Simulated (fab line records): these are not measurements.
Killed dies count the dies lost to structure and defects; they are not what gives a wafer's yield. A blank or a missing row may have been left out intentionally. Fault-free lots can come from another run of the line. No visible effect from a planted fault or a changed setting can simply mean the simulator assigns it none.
fab line records + flow n5-finfet
record:
- lots: 7
- wafers: 39
route steps=1938 shown GATE_CUT@477
start-h: start of the lot's first displayed wafer, in hours after the record's first day + wait-h: time in hours since the lot's previous step + " the same as in the row above + L1.1+2: a single row standing in for several wafers + - no value, or no start was given + * or withheld: withheld + < > ~ a bound
route shown NAME@n: names a module that has steps shown in the file, with the first one's number in the route + usual: mean/standard deviation taken from wafers without a fault + same: alike in all rows + chamber/n: place in a boat + sites: readings site by site + _std_site: the standard deviation of these + _edge_site: the outer-site mean with the inner-site mean subtracted + radius-mm: how far each site lies from the wafer's centre + mask NAME#n: copy n + behind: the tool/chamber that last shaped the wafer + hold: what put the lot on hold/how long, in hours/how the hold closed + device: the n, p or np transistor that did not switch + end of line: at the end of the route, the tests of the same wafers + step lacking rows: just its recipe + killed: dies that structure and defects cost at the first sort, which is not the same as the wafer's yield + map: shows each die of a wafer: x if killed, . if not, _ if none is there
set.NAME: the run value of the setting; set.NAME@STEP: its run value at that earlier step + model.NAME: the simulator's own value behind a step, which no gauge read
lots whose settings were changed on purpose; a table a step, a row a wafer
== steps ==
step: N5_GATE_CUT_HM_DEP_46
recipe:
- material: SiO2
- target-thk-a: 1300
- temp-c: 400
- precursor: TEOS/O2
- pressure-torr: 6.5
- rf-w: 900
- teos-flow-sccm: 161.4
- gas: O2
- flow-sccm: 2650
- time-s: 26.6
| lot.wafer | tool     | chamber | start-h | wait-h | set.time-s | model.SiO2_of_GATE_CUT_HM_DEP_46.thk-nm |
|-----------|----------|---------|---------|--------|------------|-----------------------------------------|
| L077.1    | pecvd-01 | 1       | 106.28  | 0.0    | 26.6       | 127.2                                   |
| L077.2    | "        | 0       | "       | "      | 24.42      | 117.4                                   |
| L077.3    | "        | 1       | "       | "      | 24.42      | 119.8                                   |
| L077.4    | "        | 0       | "       | "      | 26.6       | 129                                     |
| L077.5    | "        | 1       | "       | "      | 26.6       | 129.4                                   |
| L077.6    | "        | 0       | "       | "      | 24.42      | 119.4                                   |
| L078.1    | pecvd-02 | 1       | 107.15  | 0.0    | 29.58      | 141                                     |
| L078.2    | "        | 0       | "       | "      | 29.58      | 144.2                                   |
| L078.3    | "        | 2       | "       | "      | 26.6       | 129.2                                   |
| L078.4    | "        | 1       | "       | "      | 29.58      | 142.8                                   |
| L078.5    | "        | 0       | "       | "      | 26.6       | 132.4                                   |
| L078.6    | "        | 2       | "       | "      | 26.6       | 131.6                                   |
| L081.2    | pecvd-02 | 0       | 125.02  | 0.0    | 26.6       | 131                                     |
| L081.5    | "        | 2       | "       | "      | 26.6       | 132.2                                   |
| L081.6    | "        | 0       | "       | "      | 26.6       | 132.6                                   |
| L086.1    | pecvd-04 | 2       | 158.47  | 0.0    | 26.6       | 127.2                                   |
| L086.2    | "        | 0       | "       | "      | 26.6       | 129                                     |
| L086.3    | "        | 1       | "       | "      | 27.93      | 131.8                                   |
| L086.4    | "        | 1       | "       | "      | 26.6       | 126.6                                   |
| L086.5    | "        | 2       | "       | "      | 27.93      | 135.8                                   |
| L086.6    | "        | 0       | "       | "      | 27.93      | 138.4                                   |
| L090.1    | pecvd-04 | 0       | 177.30  | 0.0    | 30.58      | 148.2                                   |
| L090.2+3  | "        | 2,1     | "       | "      | 26.6       | 129.6                                   |
| L090.4    | "        | 1       | "       | "      | 26.6       | 129.4                                   |
| L090.5    | "        | 0       | "       | "      | 30.58      | 151.2                                   |
| L090.6    | "        | 2       | "       | "      | 30.58      | 150.8                                   |
| L091.1    | pecvd-04 | 1       | 185.46  | 0.0    | 26.6       | 127.2                                   |
| L091.2    | "        | 2       | "       | "      | 26.6       | 129.6                                   |
| L091.3    | "        | 0       | "       | "      | 26.6       | 130                                     |
| L091.4    | "        | 0       | "       | "      | 26.6       | 133                                     |
| L091.5    | "        | 1       | "       | "      | 26.6       | 130.8                                   |
| L091.6    | "        | 2       | "       | "      | 26.6       | 130.4                                   |
| L097.1    | pecvd-02 | 1       | 221.35  | 0.0    | 22.73      | 113.6                                   |
| L097.2    | "        | 0       | "       | "      | 22.73      | 114.4                                   |
| L097.3    | "        | 2       | "       | "      | 22.73      | 113                                     |
| L097.4    | "        | 1       | "       | "      | 26.6       | 131.4                                   |
| L097.5    | "        | 2       | "       | "      | 26.6       | 132.6                                   |
| L097.6    | "        | 0       | "       | "      | 26.6       | 133                                     |
step: N5_GATE_CUT_COAT_34
recipe:
- resist: SOC
- temp-c: 250
- time-s: 60
- spin-rpm: 1500
- resist-thk-nm: 60
step: N5_GATE_CUT_COAT_35
recipe:
- resist: SiARC
- temp-c: 220
- time-s: 60
- spin-rpm: 1500
- resist-thk-nm: 10
step: N5_GATE_CUT_STRIP_38
recipe:
- chemistry: N2/H2
- temp-c: 40
- n2-flow-sccm: 200
- h2-flow-sccm: 200
- rf-frequency-hz: 6e+07
step: N5_GATE_CUT_STRIP_39
recipe:
- chemistry: N2/H2
- temp-c: 40
- n2-flow-sccm: 200
- h2-flow-sccm: 200
- rf-frequency-hz: 6e+07
step: N5_GATE_CUT_HM_OPEN_40
recipe:
- chemistry: C4F6/O2
- target: SiO2
- mask-material: SiARC
- target-depth-a: 1390
- time-s: 85.1
- ion-energy-ev: 250
- pressure-mtorr: 30
- source-w: 345
- bias-w: 185
- Ar_flow_sccm: 300
- C4F6_flow_sccm: 10
- O2_flow_sccm: 10
- ends: cleared
usual:
- etch-rf-on-time-s: 94.0/2.8
| lot.wafer | tool        | chamber | start-h | wait-h | set.time-s@GATE_CUT_HM_DEP_46 | etch-rf-on-time-s | model.etch.depth-nm | model.SOC_of_GATE_CUT_COAT_34.thk-nm |
|-----------|-------------|---------|---------|--------|-------------------------------|-------------------|---------------------|--------------------------------------|
| L077.1    | rie-diel-01 | 2       | 107.05  | 0.0    | 26.6                          | 91.2              | 127.2               | 32.2                                 |
| L077.2    | "           | 0       | "       | "      | 24.42                         | 86.1              | 117.4               | 35.6                                 |
| L077.3    | "           | 3       | "       | "      | 24.42                         | 91.2              | 119.9               | 34.2                                 |
| L077.4    | "           | 1       | "       | "      | 26.6                          | 95.1              | 129.1               | 32                                   |
| L077.5    | "           | 0       | "       | "      | 26.6                          | 95.4              | 129.4               | 33                                   |
| L077.6    | "           | 3       | "       | "      | 24.42                         | 90.4              | 119.4               | 34.4                                 |
| L078.1    | rie-diel-04 | 2       | 107.77  | 0.0    | 29.58                         | 99.9              | 141                 | 30                                   |
| L078.2    | "           | 0       | "       | "      | 29.58                         | 104.7             | 144.3               | 30.6                                 |
| L078.3    | "           | 3       | "       | "      | 26.6                          | 90.9              | 129.2               | 32.4                                 |
| L078.4    | "           | 1       | "       | "      | 29.58                         | 100.6             | 142.8               | 30.6                                 |
| L078.5    | "           | 0       | "       | "      | 26.6                          | 95.9              | 132.5               | 33                                   |
| L078.6    | "           | 1       | "       | "      | 26.6                          | 91.9              | 131.6               | 33                                   |
| L081.2    | rie-diel-01 | 1       | 125.67  | 0.0    | 26.6                          | 96.0              | 131.1               | 32                                   |
| L081.5    | "           | 3       | "       | "      | 26.6                          | 100.6             | 132.3               | 31.8                                 |
| L081.6    | "           | 0       | "       | "      | 26.6                          | 98.0              | 132.5               | 32.8                                 |
| L086.1    | rie-diel-04 | 1       | 159.09  | 0.0    | 26.6                          | 90.7              | 127.2               | 33.8                                 |
| L086.2    | "           | 3       | "       | "      | 26.6                          | 91.7              | 128.9               | 32.6                                 |
| L086.3    | "           | 2       | "       | "      | 27.93                         | 93.8              | 131.7               | 31.8                                 |
| L086.4    | "           | 0       | "       | "      | 26.6                          | 92.9              | 126.5               | 34.2                                 |
| L086.5    | "           | 0       | "       | "      | 27.93                         | 98.6              | 135.7               | 32.2                                 |
| L086.6    | "           | 1       | "       | "      | 27.93                         | 99.1              | 138.5               | 31.6                                 |
| L090.1    | rie-diel-04 | 0       | 178.01  | 0.0    | 30.58                         | 107.7             | 148.1               | 29.8                                 |
| L090.2    | "           | 3       | "       | "      | 26.6                          | 91.3              | 129.7               | 32.4                                 |
| L090.3    | "           | 3       | "       | "      | 26.6                          | 91.2              | 129.6               | 32.4                                 |
| L090.4    | "           | 0       | "       | "      | 26.6                          | 93.9              | 129.3               | 33.6                                 |
| L090.5    | "           | 3       | "       | "      | 30.58                         | 106.5             | 151.1               | 27.8                                 |
| L090.6    | "           | 0       | "       | "      | 30.58                         | 109.0             | 150.8               | 29.2                                 |
| L091.1    | rie-diel-01 | 0       | 186.08  | 0.0    | 26.6                          | 93.1              | 127.3               | 33.4                                 |
| L091.2    | "           | 2       | "       | "      | 26.6                          | 92.3              | 129.7               | 32                                   |
| L091.3    | "           | 1       | "       | "      | 26.6                          | 95.7              | 130.1               | 32                                   |
| L091.4    | "           | 3       | "       | "      | 26.6                          | 97.0              | 133                 | 31.6                                 |
| L091.5    | "           | 1       | "       | "      | 26.6                          | 96.1              | 130.7               | 32                                   |
| L091.6    | "           | 2       | "       | "      | 26.6                          | 92.2              | 130.5               | 31.8                                 |
| L097.1    | rie-diel-01 | 1       | 222.36  | 0.0    | 22.73                         | 82.9              | 113.5               | 35.6                                 |
| L097.2    | "           | 3       | "       | "      | 22.73                         | 82.7              | 114.5               | 35.6                                 |
| L097.3    | "           | 0       | "       | "      | 22.73                         | 82.3              | 113                 | 36.6                                 |
| L097.4    | "           | 2       | "       | "      | 26.6                          | 92.6              | 131.4               | 31.6                                 |
| L097.5    | "           | 2       | "       | "      | 26.6                          | 93.1              | 132.6               | 31.2                                 |
| L097.6    | "           | 1       | "       | "      | 26.6                          | 96.9              | 133                 | 31.4                                 |
step: N5_GATE_CUT_STRIP_41
recipe:
- chemistry: CF4
- resist: SiARC
- power-w: 300
- bias-power-w: 75
- pressure-mtorr: 50
- cf4-flow-sccm: 150
- rf-frequency-hz: 6e+07
step: N5_GATE_CUT_STRIP_42
recipe:
- chemistry: O2
- power-w: 400
- temp-c: 40
- pressure-mtorr: 30
- rf-frequency-hz: 6e+07
- bias-power-w: 0
- overash-fraction: 0.3
- o2-flow-sccm: 225
step: N5_GATE_CUT_ALD_22
recipe:
- material: SiNx
- target-thk-a: 160
- temp-c: 400
- ald-precursor-family: SiH2I2
- ald-co-reactant: N2/H2-plasma
- pulse-time-s: 1
- ald-cycles: 320
- purge-time-s: 2
- co-reactant-purge-time-s: 2
- pressure-torr: 2
step: N5_GATE_CUT_CMP_23
recipe:
- stop-on: SiO2
- t-overpolish-s: 23.4
- post-cmp-clean: alkaline-brush
- down-force-psi: 2.5
- platen-rpm: 51.8
- pad-velocity-m-s: 1.0307
- target-thk-nm: 16
step: N5_GATE_CUT_THK_MEAS_24
recipe:
- reads: SiO2_of_GATE_CUT_HM_DEP_46+SiO2_flowable_of_ILD0_FCVD_FILL_01
usual:
- GC_FILL_THK: 219.7/2.2
| lot.wafer | tool          | chamber | start-h | wait-h | set.time-s@GATE_CUT_HM_DEP_46 | GC_FILL_THK[nm] |
|-----------|---------------|---------|---------|--------|-------------------------------|-----------------|
| L077.1    | film-metro-02 | -       | 109.62  | -      | 26.6                          | 218.0           |
| L077.2    | "             | -       | "       | "      | 24.42                         | 206.0           |
| L077.3    | "             | -       | "       | "      | 24.42                         | 209.8           |
| L077.4    | "             | -       | "       | "      | 26.6                          | 217.5           |
| L077.5    | "             | -       | "       | "      | 26.6                          | 217.2           |
| L077.6    | "             | -       | "       | "      | 24.42                         | 208.2           |
| L078.1    | film-metro-02 | -       | 110.36  | -      | 29.58                         | 229.6           |
| L078.2    | "             | -       | "       | "      | 29.58                         | 231.3           |
| L078.3    | "             | -       | "       | "      | 26.6                          | 216.6           |
| L078.4    | "             | -       | "       | "      | 29.58                         | 231.1           |
| L078.5    | "             | -       | "       | "      | 26.6                          | 219.3           |
| L078.6    | "             | -       | "       | "      | 26.6                          | 221.7           |
| L081.2    | film-metro-01 | -       | 128.13  | -      | 26.6                          | 221.3           |
| L081.5    | "             | -       | "       | "      | 26.6                          | 222.7           |
| L081.6    | "             | -       | "       | "      | 26.6                          | 221.0           |
| L086.1    | film-metro-01 | -       | 161.55  | -      | 26.6                          | 216.8           |
| L086.2    | "             | -       | "       | "      | 26.6                          | 219.8           |
| L086.3    | "             | -       | "       | "      | 27.93                         | 222.7           |
| L086.4    | "             | -       | "       | "      | 26.6                          | 215.1           |
| L086.5    | "             | -       | "       | "      | 27.93                         | 227.4           |
| L086.6    | "             | -       | "       | "      | 27.93                         | 229.3           |
| L090.1    | film-metro-02 | -       | 180.57  | -      | 30.58                         | 236.8           |
| L090.2    | "             | -       | "       | "      | 26.6                          | 220.1           |
| L090.3    | "             | -       | "       | "      | 26.6                          | 219.8           |
| L090.4    | "             | -       | "       | "      | 26.6                          | 218.9           |
| L090.5    | "             | -       | "       | "      | 30.58                         | 241.0           |
| L090.6    | "             | -       | "       | "      | 30.58                         | 240.0           |
| L091.1    | film-metro-01 | -       | 188.76  | -      | 26.6                          | 216.4           |
| L091.2    | "             | -       | "       | "      | 26.6                          | 218.2           |
| L091.3    | "             | -       | "       | "      | 26.6                          | 220.7           |
| L091.4    | "             | -       | "       | "      | 26.6                          | 223.4           |
| L091.5    | "             | -       | "       | "      | 26.6                          | 220.7           |
| L091.6    | "             | -       | "       | "      | 26.6                          | 219.5           |
| L097.1    | film-metro-01 | -       | 224.83  | -      | 22.73                         | 201.3           |
| L097.2    | "             | -       | "       | "      | 22.73                         | 204.1           |
| L097.3    | "             | -       | "       | "      | 22.73                         | 201.8           |
| L097.4    | "             | -       | "       | "      | 26.6                          | 221.5           |
| L097.5    | "             | -       | "       | "      | 26.6                          | 223.0           |
| L097.6    | "             | -       | "       | "      | 26.6                          | 222.1           |
step: N5_GATE_CUT_CMP_43
recipe:
- material: SiO2
- post-cmp-clean: rinse-only
| lot.wafer    | tool   | chamber | start-h | wait-h | set.time-s@GATE_CUT_HM_DEP_46 | model.SiO2_of_GATE_CUT_HM_DEP_46.thk-nm |
|--------------|--------|---------|---------|--------|-------------------------------|-----------------------------------------|
| L077.1       | cmp-01 | 3       | 109.65  | 0.0    | 26.6                          | 4.8                                     |
| L077.4+5     | "      | 0       | "       | "      | 26.6                          | 5                                       |
| L077.2+6     | "      | 1,3     | "       | "      | 24.42                         | 4.4                                     |
| L077.3       | "      | 2       | "       | "      | 24.42                         | 4.6                                     |
| L078.4+1+2   | cmp-02 | 1,2,0   | 110.75  | 0.4    | 29.58                         | 5.6                                     |
| L078.3+6     | "      | 3,1     | "       | "      | 26.6                          | 5                                       |
| L078.5       | "      | 2       | "       | "      | 26.6                          | 5.2                                     |
| L081.2       | cmp-01 | 1       | 128.16  | 0.0    | 26.6                          | 5                                       |
| L081.6+5     | "      | 1,2     | "       | "      | 26.6                          | 5.2                                     |
| L086.3       | cmp-02 | 3       | 161.58  | 0.0    | 27.93                         | 5                                       |
| L086.2       | "      | 0       | "       | "      | 26.6                          | 5                                       |
| L086.4+1     | "      | 1,2     | "       | "      | 26.6                          | 4.8                                     |
| L086.6       | "      | 3       | "       | "      | 27.93                         | 5.4                                     |
| L086.5       | "      | 0       | "       | "      | 27.93                         | 5.2                                     |
| L090.2+3+4   | cmp-01 | 2,0,1   | 180.60  | 0.0    | 26.6                          | 5                                       |
| L090.1       | "      | 3       | "       | "      | 30.58                         | 5.8                                     |
| L090.6+5     | "      | 2,3     | "       | "      | 30.58                         | 6                                       |
| L091.4       | cmp-03 | 3       | 188.79  | 0.0    | 26.6                          | 5.2                                     |
| L091.2+3+5+6 | "      | 0,2,3,0 | "       | "      | 26.6                          | 5                                       |
| L091.1       | "      | 1       | "       | "      | 26.6                          | 4.8                                     |
| L097.4       | cmp-01 | 2       | 224.86  | 0.0    | 26.6                          | 5                                       |
| L097.1+3+2   | "      | 3,0,1   | "       | "      | 22.73                         | 4.2                                     |
| L097.5+6     | "      | 2,3     | "       | "      | 26.6                          | 5.2                                     |
== key ==
split:
- step: N5_GATE_CUT_HM_DEP_46
- setting: time-s
- stated: 26.6
- by: wafer
response:
- step: N5_GATE_CUT_HM_DEP_46
- reading: model.SiO2_of_GATE_CUT_HM_DEP_46.thk-nm
- change: +1.27
- per: 1%
- r: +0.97
response:
- step: N5_GATE_CUT_HM_OPEN_40
- reading: etch-rf-on-time-s
- change: *
- per: 1%
- r: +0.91
response:
- step: N5_GATE_CUT_HM_OPEN_40
- reading: model.etch.depth-nm
- change: +1.27
- per: 1%
- r: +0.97
response:
- step: N5_GATE_CUT_HM_OPEN_40
- reading: model.SOC_of_GATE_CUT_COAT_34.thk-nm
- change: -0.273
- per: 1%
- r: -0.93
response:
- step: N5_GATE_CUT_THK_MEAS_24
- reading: GC_FILL_THK
- change: +1.28
- per: 1%
- r: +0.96
response:
- step: N5_GATE_CUT_CMP_43
- reading: model.SiO2_of_GATE_CUT_HM_DEP_46.thk-nm
- change: +0.0597
- per: 1%
- r: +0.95
